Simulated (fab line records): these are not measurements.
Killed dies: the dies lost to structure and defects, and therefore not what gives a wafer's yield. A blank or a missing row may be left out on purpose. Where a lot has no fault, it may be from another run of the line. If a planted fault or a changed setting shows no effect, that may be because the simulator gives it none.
The tool behind it: which one?    flow nand_harc    Sampling: 24 lots, 72 wafers, 6 of 1159 route steps

## WHAT THE GAUGES SHOWED, per wafer
Not one reading of a measure or inspect step in the record can be checked against a usual standard deviation.

## EACH LOT AND THE TOOL THAT RAN IT (in order: tool; ch and the chambers of the sampled wafers; start)
lot   NHARC_A_STAIRCASE_TRIM_224                     NHARC_A_STAIRCASE_ETCH_225                     NHARC_A_STAIRCASE_TRIM_229          NHARC_A_STAIRCASE_ETCH_253          NHARC_A_STAIRCASE_DESCUM_291        NHARC_A_STAIRCASE_ALD_415
L075  rie_diel-06 ch 0,2,3, day 11 18:03 or earlier  rie_diel-06 ch 0,2,3, day 11 18:03 or earlier  rie_diel-13 ch 2,3, day 11 18:03    rie_diel-03 ch 1,2, day 11 20:54    rie_diel-06 ch 1,2, day 12 00:38    ald_hk-03 ch 1,2, day 12 09:55
L076  rie_diel-03 ch 0,2,3, day 11 20:01 or earlier  rie_diel-03 ch 1,2, day 11 20:01 or earlier    rie_diel-13 ch 0,2,3, day 11 20:01  rie_diel-03 ch 0,1, day 11 22:35    rie_diel-13 ch 0,3, day 12 02:28    ald_hk-03 ch 0,3, day 12 12:54
L077  rie_diel-13 ch 1,3, day 11 22:10 or earlier    rie_diel-13 ch 0,2,3, day 11 22:10 or earlier  rie_diel-13 ch 0,3, day 11 22:10    rie_diel-03 ch 0,1,3, day 12 01:06  rie_diel-06 ch 0,1,2, day 12 04:49  ald_hk-01 ch 0,1,2, day 12 14:53
L074  rie_diel-03 ch 1,2,3, day 11 22:38 or earlier  rie_diel-03 ch 2,3, day 11 22:38 or earlier    rie_diel-13 ch 0,2,3, day 11 22:38  rie_diel-13 ch 0,3, day 12 01:40    rie_diel-06 ch 0,1, day 12 06:53    ald_hk-01 ch 1,2,3, day 12 17:41
L078  rie_diel-03 ch 0,1, day 12 02:20 or earlier    rie_diel-03 ch 0,2, day 12 02:20 or earlier    rie_diel-13 ch 2,3, day 12 02:20    rie_diel-13 ch 0,3, day 12 07:31    rie_diel-06 ch 0,2, day 12 13:01    ald_hk-03 ch 2,3, day 12 21:27
L080  rie_diel-06 ch 0,2, day 12 06:56 or earlier    rie_diel-06 ch 1,2, day 12 06:56 or earlier    rie_diel-13 ch 0,1,2, day 12 06:56  rie_diel-06 ch 0,3, day 12 09:53    rie_diel-06 ch 0,1,2, day 12 17:58  ald_hk-03 ch 2,3, day 13 03:19
L079  rie_diel-13 ch 0,1, day 12 06:24 or earlier    rie_diel-13 ch 1,3, day 12 06:24 or earlier    rie_diel-13 ch 0,2,3, day 12 06:24  rie_diel-13 ch 0,2, day 12 09:34    rie_diel-03 ch 1,2,3, day 12 14:49  ald_hk-04 ch 0,1, day 13 01:58
L082  rie_diel-06 ch 0,1,2, day 12 17:59 or earlier  rie_diel-06 ch 0,1, day 12 17:59 or earlier    rie_diel-03 ch 0,1, day 12 17:59    rie_diel-06 ch 1,2, day 12 20:41    rie_diel-06 ch 0,1,3, day 13 03:37  ald_hk-01 ch 0,2, day 13 12:25
L081  rie_diel-03 ch 1,2,3, day 12 18:38 or earlier  rie_diel-03 ch 0,2, day 12 18:38 or earlier    rie_diel-03 ch 0,2,3, day 12 18:38  rie_diel-06 ch 0,3, day 12 21:30    rie_diel-03 ch 2,3, day 13 04:32    ald_hk-03 ch 0,2, day 13 13:03
L083  rie_diel-03 ch 1,2,3, day 13 14:20 or earlier  rie_diel-03 ch 0,1,2, day 13 14:20 or earlier  rie_diel-13 ch 1,2,3, day 13 14:20  rie_diel-06 ch 0,2,3, day 13 17:00  rie_diel-03 ch 1,2,3, day 13 20:46  ald_hk-04 ch 0,1,3, day 14 03:41
L085  rie_diel-06 ch 0,1,3, day 13 21:10 or earlier  rie_diel-06 ch 0,1,3, day 13 21:10 or earlier  rie_diel-06 ch 0,1,2, day 13 21:10  rie_diel-13 ch 0,2,3, day 13 23:52  rie_diel-06 ch 0,1,2, day 14 03:35  ald_hk-04 ch 0,2,3, day 14 11:59
L084  rie_diel-03 ch 0,1,3, day 14 01:19 or earlier  rie_diel-03 ch 0,1, day 14 01:19 or earlier    rie_diel-06 ch 0,1, day 14 01:19    rie_diel-13 ch 1,2,3, day 14 04:08  rie_diel-13 ch 1,3, day 14 07:47    ald_hk-04 ch 1,3, day 14 15:02
L086  rie_diel-13 ch 0,1, day 14 06:36 or earlier    rie_diel-13 ch 0,3, day 14 06:36 or earlier    rie_diel-03 ch 0,1,3, day 14 06:36  rie_diel-03 ch 0,2,3, day 14 09:28  rie_diel-06 ch 1,2,3, day 14 14:38  ald_hk-03 ch 0,1,2, day 15 00:13
L087  rie_diel-06 ch 2,3, day 14 06:46 or earlier    rie_diel-06 ch 0,2,3, day 14 06:46 or earlier  rie_diel-13 ch 0,1, day 14 06:46    rie_diel-06 ch 0,2,3, day 14 09:38  rie_diel-06 ch 0,1,2, day 14 15:02  ald_hk-01 ch 0,1,2, day 15 01:26
L088  rie_diel-03 ch 0,1,3, day 14 11:44 or earlier  rie_diel-03 ch 1,2, day 14 11:44 or earlier    rie_diel-13 ch 1,2, day 14 11:44    rie_diel-06 ch 0,1,3, day 14 14:17  rie_diel-03 ch 0,2,3, day 14 18:05  ald_hk-03 ch 0,1, day 15 03:56
L089  rie_diel-13 ch 0,1,3, day 15 02:31 or earlier  rie_diel-13 ch 0,3, day 15 02:31 or earlier    rie_diel-06 ch 2,3, day 15 02:31    rie_diel-03 ch 0,1,3, day 15 05:21  rie_diel-06 ch 0,1,2, day 15 09:58  ald_hk-03 ch 0,1,2, day 15 18:22
L090  rie_diel-06 ch 0,3, day 15 03:37 or earlier    rie_diel-06 ch 1,2, day 15 03:37 or earlier    rie_diel-06 ch 1,2, day 15 03:37    rie_diel-03 ch 0,1, day 15 06:11    rie_diel-06 ch 0,1, day 15 10:31    ald_hk-04 ch 0,1, day 15 19:56
L091  rie_diel-06 ch 0,1,3, day 15 14:37 or earlier  rie_diel-06 ch 0,2,3, day 15 14:37 or earlier  rie_diel-06 ch 0,2,3, day 15 14:37  rie_diel-13 ch 1,2,3, day 15 17:48  rie_diel-13 ch 0,2,3, day 16 00:20  ald_hk-04 ch 1,2,3, day 16 09:01
L092  rie_diel-03 ch 0,1,2, day 15 14:53 or earlier  rie_diel-03 ch 1,2,3, day 15 14:53 or earlier  rie_diel-13 ch 2,3, day 15 14:53    rie_diel-13 ch 1,2,3, day 15 17:38  rie_diel-06 ch 0,1,2, day 15 23:18  ald_hk-03 ch 0,1,2, day 16 07:31
L093  rie_diel-06 ch 0,1,3, day 15 22:06 or earlier  rie_diel-06 ch 0,2, day 15 22:06 or earlier    rie_diel-06 ch 0,3, day 15 22:06    rie_diel-03 ch 2,3, day 16 00:46    rie_diel-06 ch 0,1, day 16 05:31    ald_hk-04 ch 1,3, day 16 12:50
L094  rie_diel-13 ch 1,3, day 15 23:07 or earlier    rie_diel-13 ch 0,2,3, day 15 23:07 or earlier  rie_diel-13 ch 0,3, day 15 23:07    rie_diel-13 ch 1,2,3, day 16 01:55  rie_diel-13 ch 0,1,2, day 16 07:21  ald_hk-01 ch 1,2,3, day 16 15:02
L096  rie_diel-06 ch 0,1,2, day 16 12:49 or earlier  rie_diel-06 ch 1,2,3, day 16 12:49 or earlier  rie_diel-13 ch 0,1,2, day 16 12:49  rie_diel-13 ch 1,2,3, day 16 16:19  rie_diel-03 ch 0,1,3, day 16 23:28  ald_hk-03 ch 1,2,3, day 17 07:41
L095  rie_diel-13 ch 0,1,3, day 16 17:36 or earlier  rie_diel-13 ch 0,1,3, day 16 17:36 or earlier  rie_diel-13 ch 1,2,3, day 16 17:36  rie_diel-06 ch 0,2,3, day 16 20:21  rie_diel-13 ch 0,1,3, day 17 01:13  ald_hk-01 ch 1,2,3, day 17 08:28
L097  rie_diel-06 ch 0,2,3, day 17 03:32 or earlier  rie_diel-06 ch 1,2,3, day 17 03:32 or earlier  rie_diel-13 ch 0,2,3, day 17 03:32  rie_diel-03 ch 1,2,3, day 17 06:17  rie_diel-06 ch 1,2,3, day 17 12:38  ald_hk-04 ch 0,3, day 17 21:31
- NHARC_A_STAIRCASE_TRIM_224: chemistry O2, time 211.2 s.
- NHARC_A_STAIRCASE_ETCH_225: etches the open film in C4F8/O2, target depth 100 nm, time 40.5 s.
- NHARC_A_STAIRCASE_TRIM_229: chemistry O2, time 211.2 s.
- NHARC_A_STAIRCASE_ETCH_253: etches the open film in C4F8/O2, target depth 50 nm, time 20.2 s.
- NHARC_A_STAIRCASE_DESCUM_291: chemistry O2, time 3 s.
- NHARC_A_STAIRCASE_ALD_415: deposits SiO2, target thk 30 nm, pulse time 6 s, ald cycles 300.

## WHAT THE TOOLS THEMSELVES READ (means of the sampled wafers that have a number; where no wafer has one, the mark that the record gives instead)
NHARC_A_STAIRCASE_TRIM_224.
lot   tool         drypump_motor_current_A (A)  oes_product_au (a.u.)  rf_vpp_V (V)  showerhead_plenum_p_Torr (Torr)  throttle_valve_pct (%)
L075  rie_diel-06  5.8                          1.001                  58.0          3.51                             17.034
L076  rie_diel-03  5.2                          0.982                  58.3          3.64                             17.041
L077  rie_diel-13  5.7                          1.019                  57.9          3.38                             17.034
L074  rie_diel-03  5.5                          0.999                  58.6          3.69                             17.032
L078  rie_diel-03  6.0                          0.997                  58.5          3.57                             17.036
L080  rie_diel-06  5.7                          0.993                  58.6          3.51                             17.042
L079  rie_diel-13  5.4                          1.006                  57.9          3.62                             17.040
L082  rie_diel-06  5.4                          1.000                  57.5          3.53                             17.035
L081  rie_diel-03  5.5                          0.990                  58.5          3.68                             17.042
L083  rie_diel-03  5.5                          0.997                  58.4          3.68                             17.036
L085  rie_diel-06  5.6                          0.993                  57.4          3.38                             17.042
L084  rie_diel-03  5.8                          0.998                  58.1          3.62                             17.038
L086  rie_diel-13  5.4                          0.998                  57.2          3.61                             17.035
L087  rie_diel-06  5.9                          0.997                  56.5          3.49                             17.032
L088  rie_diel-03  5.8                          1.001                  57.2          3.62                             17.041
L089  rie_diel-13  5.5                          1.005                  58.8          3.66                             17.033
L090  rie_diel-06  6.0                          0.990                  57.2          3.34                             17.028
L091  rie_diel-06  5.6                          1.000                  58.2          3.37                             17.036
L092  rie_diel-03  5.5                          0.994                  58.1          3.56                             17.032
L093  rie_diel-06  5.6                          0.992                  58.3          3.37                             17.034
L094  rie_diel-13  5.5                          1.007                  59.0          3.64                             17.031
L096  rie_diel-06  5.4                          1.000                  57.7          3.51                             17.031
L095  rie_diel-13  5.5                          1.009                  58.1          3.65                             17.041
L097  rie_diel-06  5.8                          1.000                  57.5          3.48                             17.035

NHARC_A_STAIRCASE_ETCH_225.
lot   tool         oes_product_au (a.u.)  rf_vpp_V (V)
L075  rie_diel-06  0.947                  895
L076  rie_diel-03  0.938                  899
L077  rie_diel-13  0.952                  892
L074  rie_diel-03  0.935                  903
L078  rie_diel-03  0.932                  896
L080  rie_diel-06  0.926                  898
L079  rie_diel-13  0.950                  891
L082  rie_diel-06  0.930                  890
L081  rie_diel-03  0.925                  898
L083  rie_diel-03  0.948                  898
L085  rie_diel-06  0.928                  890
L084  rie_diel-03  0.961                  897
L086  rie_diel-13  0.948                  902
L087  rie_diel-06  0.936                  895
L088  rie_diel-03  0.932                  898
L089  rie_diel-13  0.944                  901
L090  rie_diel-06  0.953                  895
L091  rie_diel-06  0.935                  895
L092  rie_diel-03  0.944                  901
L093  rie_diel-06  0.942                  900
L094  rie_diel-13  0.927                  898
L096  rie_diel-06  0.945                  895
L095  rie_diel-13  0.947                  901
L097  rie_diel-06  0.954                  895

NHARC_A_STAIRCASE_TRIM_229.
lot   tool         drypump_motor_current_A (A)  oes_product_au (a.u.)  rf_vpp_V (V)  showerhead_plenum_p_Torr (Torr)  throttle_valve_pct (%)
L075  rie_diel-13  5.7                          1.006                  56.8          3.30                             17.037
L076  rie_diel-13  5.5                          1.007                  56.5          3.41                             17.040
L077  rie_diel-13  5.5                          1.002                  57.7          3.52                             17.036
L074  rie_diel-13  5.6                          1.002                  57.4          3.41                             17.034
L078  rie_diel-13  5.7                          1.009                  57.5          3.30                             17.034
L080  rie_diel-13  5.4                          1.000                  57.9          3.51                             17.030
L079  rie_diel-13  5.5                          1.007                  57.6          3.41                             17.038
L082  rie_diel-03  5.8                          0.997                  57.6          3.52                             17.031
L081  rie_diel-03  5.2                          0.991                  57.6          3.64                             17.045
L083  rie_diel-13  5.6                          0.998                  57.5          3.56                             17.028
L085  rie_diel-06  5.4                          0.998                  58.1          3.53                             17.042
L084  rie_diel-06  5.2                          0.999                  56.8          3.40                             17.034
L086  rie_diel-03  5.8                          0.995                  58.2          3.62                             17.033
L087  rie_diel-13  5.3                          0.999                  58.0          3.61                             17.035
L088  rie_diel-13  5.4                          0.996                  58.5          3.48                             17.036
L089  rie_diel-06  5.9                          1.003                  58.0          3.49                             17.042
L090  rie_diel-06  5.2                          1.007                  57.8          3.54                             17.041
L091  rie_diel-06  5.8                          0.993                  58.1          3.49                             17.038
L092  rie_diel-13  5.7                          1.003                  58.6          3.63                             17.025
L093  rie_diel-06  5.9                          0.997                  57.3          3.34                             17.027
L094  rie_diel-13  5.6                          1.002                  58.8          3.74                             17.033
L096  rie_diel-13  5.4                          1.010                  57.5          3.49                             17.047
L095  rie_diel-13  5.6                          1.011                  58.5          3.54                             17.039
L097  rie_diel-13  5.6                          1.010                  58.6          3.57                             17.038

NHARC_A_STAIRCASE_ETCH_253.
lot   tool         oes_product_au (a.u.)  rf_vpp_V (V)
L075  rie_diel-03  0.956                  899
L076  rie_diel-03  0.942                  896
L077  rie_diel-03  0.965                  899
L074  rie_diel-13  0.957                  891
L078  rie_diel-13  0.937                  892
L080  rie_diel-06  0.948                  889
L079  rie_diel-13  0.949                  892
L082  rie_diel-06  0.956                  900
L081  rie_diel-06  0.957                  890
L083  rie_diel-06  0.977                  894
L085  rie_diel-13  0.926                  898
L084  rie_diel-13  0.971                  896
L086  rie_diel-03  0.949                  900
L087  rie_diel-06  0.968                  894
L088  rie_diel-06  0.922                  890
L089  rie_diel-03  0.949                  900
L090  rie_diel-03  0.945                  896
L091  rie_diel-13  0.961                  896
L092  rie_diel-13  0.947                  897
L093  rie_diel-03  0.975                  902
L094  rie_diel-13  0.948                  897
L096  rie_diel-13  0.976                  896
L095  rie_diel-06  0.946                  894
L097  rie_diel-03  0.923                  901

NHARC_A_STAIRCASE_DESCUM_291.
lot   tool         drypump_motor_current_A (A)  oes_product_au (a.u.)  rf_vpp_V (V)  showerhead_plenum_p_Torr (Torr)  throttle_valve_pct (%)
L075  rie_diel-06  5.4                          0.997                  58.4          2.00                             11.311
L076  rie_diel-13  5.5                          1.011                  58.3          1.91                             11.315
L077  rie_diel-06  5.4                          0.991                  57.8          1.92                             11.318
L074  rie_diel-06  5.2                          0.989                  56.9          1.85                             11.302
L078  rie_diel-06  5.6                          0.996                  57.5          1.99                             11.312
L080  rie_diel-06  5.4                          0.995                  57.8          1.91                             11.315
L079  rie_diel-03  5.5                          0.991                  58.6          2.00                             11.316
L082  rie_diel-06  5.6                          1.000                  58.5          1.83                             11.322
L081  rie_diel-03  5.0                          0.988                  58.1          2.01                             11.316
L083  rie_diel-03  5.5                          1.001                  57.9          2.00                             11.304
L085  rie_diel-06  5.4                          0.992                  56.8          1.91                             11.312
L084  rie_diel-13  5.7                          0.997                  58.5          2.03                             11.320
L086  rie_diel-06  5.6                          1.014                  58.2          1.91                             11.300
L087  rie_diel-06  5.4                          1.002                  57.1          1.91                             11.309
L088  rie_diel-03  5.2                          0.988                  58.5          1.97                             11.312
L089  rie_diel-06  5.4                          1.011                  58.1          1.91                             11.307
L090  rie_diel-06  5.4                          0.997                  57.4          1.82                             11.308
L091  rie_diel-13  5.5                          0.997                  57.2          1.94                             11.304
L092  rie_diel-06  5.4                          1.002                  57.7          1.91                             11.310
L093  rie_diel-06  5.4                          0.996                  56.7          1.82                             11.314
L094  rie_diel-13  5.4                          1.005                  57.8          1.89                             11.319
L096  rie_diel-03  5.8                          0.991                  58.0          1.96                             11.316
L095  rie_diel-13  5.5                          1.005                  58.0          1.99                             11.315
L097  rie_diel-06  5.6                          1.005                  58.0          1.90                             11.308

NHARC_A_STAIRCASE_ALD_415.
lot   tool       heater_power_w (W)  precursor_pulse_height_rel
L075  ald_hk-03  435                 1.010
L076  ald_hk-03  501                 1.000
L077  ald_hk-01  487                 0.997
L074  ald_hk-01  486                 0.985
L078  ald_hk-03  499                 1.009
L080  ald_hk-03  472                 1.003
L079  ald_hk-04  492                 1.007
L082  ald_hk-01  452                 0.980
L081  ald_hk-03  457                 1.009
L083  ald_hk-04  531                 1.004
L085  ald_hk-04  540                 0.992
L084  ald_hk-04  565                 1.015
L086  ald_hk-03  452                 0.993
L087  ald_hk-01  489                 1.006
L088  ald_hk-03  445                 0.999
L089  ald_hk-03  444                 0.999
L090  ald_hk-04  498                 0.978
L091  ald_hk-04  556                 1.005
L092  ald_hk-03  461                 0.996
L093  ald_hk-04  523                 1.015
L094  ald_hk-01  481                 1.004
L096  ald_hk-03  440                 1.015
L095  ald_hk-01  477                 1.011
L097  ald_hk-04  522                 1.015

## THE ANSWER, worked out from the rows above alone
Rule: usual is defined by the lots themselves. Put in order of their means at a reading, lots are off if they are a third of the lots or fewer, leave a main group of 4 or more, and stand apart from it by a gap of 3 or more times the standard deviation of the main group's means; of several such gaps the widest counts. A main group is skipped when, at the precision printed for the reading in the tables above, its means are all equal. A lot without any number at a reading at which 4 lots or more have one is off too. The other lots that the step has rows for count as sound. Order of review: gauges by route order, followed by the tools' own readings, for which a lot's mean as printed above is used. At the first step where some lot is off, the reading lying furthest off is the one used; lots without a number count as furthest.
None of the lots is off at any reading shown; this tells nothing.

## WHAT THE SIMULATOR PUT IN
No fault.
